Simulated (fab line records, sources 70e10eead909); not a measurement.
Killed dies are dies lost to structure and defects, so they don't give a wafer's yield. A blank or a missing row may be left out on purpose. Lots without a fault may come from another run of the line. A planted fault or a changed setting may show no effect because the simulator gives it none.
Chamber matching | flow nand_harc | NHARC_A_CONTACT_ETCH_102 on rie_diel-06: 4 sister chambers
The step etches the open film in CF4/O2, target depth 70 nm, overetch 7 nm, time 38.5 s. 24 wafers are shown with their chamber, then 12 later ones without.

WAFERS WITH THEIR CHAMBER
wafer  | chamber | drypump_motor_current_A (A) | showerhead_plenum_p_Torr (Torr) | rf_vpp_V (V)
L078.1 | 0       | 6.7                         | 1.36                            | 197.7
L078.3 | 3       | 5.9                         | 1.39                            | 198.4
L078.6 | 2       | 5.3                         | 1.26                            | 196.7
L076.1 | 3       | 5.9                         | 1.39                            | 198.3
L076.2 | 0       | 6.7                         | 1.36                            | 198.3
L076.6 | 3       | 5.9                         | 1.39                            | 199.3
L074.1 | 0       | 6.7                         | 1.36                            | 198.5
L074.5 | 3       | 5.9                         | 1.39                            | 199.6
L074.6 | 2       | 5.3                         | 1.26                            | 196.2
L082.1 | 2       | 5.3                         | 1.26                            | 195.2
L082.2 | 1       | 5.0                         | 1.42                            | 199.5
L082.5 | 1       | 5.0                         | 1.42                            | 200.8
L080.4 | 1       | 5.0                         | 1.42                            | 199.2
L080.5 | 0       | 6.7                         | 1.36                            | 198.4
L080.6 | 1       | 5.0                         | 1.42                            | 199.9
L081.2 | 3       | 5.9                         | 1.39                            | 199.1
L081.3 | 2       | 5.3                         | 1.25                            | 195.4
L081.6 | 0       | 6.7                         | 1.36                            | 197.6
L089.2 | 1       | 5.0                         | 1.42                            | 198.6
L089.4 | 3       | 5.8                         | 1.39                            | 197.3
L089.5 | 1       | 5.0                         | 1.42                            | 200.2
L093.1 | 0       | 6.7                         | 1.36                            | 197.6
L093.2 | 1       | 5.0                         | 1.42                            | 198.7
L093.6 | 0       | 6.7                         | 1.36                            | 199.0

SIGNATURES (means of the wafers above)
reading                  | chamber 0 | chamber 1 | chamber 2 | chamber 3 | scatter within a chamber
drypump_motor_current_A  | 6.700     | 5.000     | 5.300     | 5.883     | 0.0204
showerhead_plenum_p_Torr | 1.3600    | 1.4200    | 1.2575    | 1.3900    | 0.00194
rf_vpp_V                 | 198.157   | 199.557   | 195.875   | 198.667   | 0.728
Rule: a wafer's distance from a chamber is the root of the sum, over the readings, of the square of ((its reading less the chamber's mean) divided by the reading's scatter). The wafer belongs to the nearest chamber; if the next one is less than 2 further off, it can't be placed. The scatter: the root of (the sum of the squares of (reading less its chamber's mean) over the shown wafers, divided by (wafers less chambers)).

WAFERS WITHOUT THEIR CHAMBER
wafer  | drypump_motor_current_A (A) | showerhead_plenum_p_Torr (Torr) | rf_vpp_V (V)
L092.1 | 6.7                         | 1.36                            | 199.0
L092.2 | 5.0                         | 1.42                            | 199.2
L092.6 | 5.0                         | 1.42                            | 199.1
L090.1 | 5.9                         | 1.39                            | 198.4
L090.2 | 6.7                         | 1.36                            | 199.2
L090.6 | 5.9                         | 1.39                            | 197.4
L097.1 | 6.7                         | 1.36                            | 199.8
L097.2 | 5.0                         | 1.41                            | 200.1
L097.6 | 5.9                         | 1.39                            | 199.4
L096.1 | 5.0                         | 1.41                            | 199.4
L096.4 | 6.7                         | 1.35                            | 198.1
L096.5 | 6.7                         | 1.36                            | 197.8

WHICH CHAMBER EACH WENT THROUGH
wafer  | from the rows above | in truth
L092.1 | 0                   | 0
L092.2 | 1                   | 1
L092.6 | 1                   | 1
L090.1 | 3                   | 3
L090.2 | 0                   | 0
L090.6 | 3                   | 3
L097.1 | 0                   | 0
L097.2 | 1                   | 1
L097.6 | 3                   | 3
L096.1 | 1                   | 1
L096.4 | 0                   | 0
L096.5 | 0                   | 0
Placed correctly: 12 of 12. Can't be placed from these rows: 0. Placed wrongly: 0.
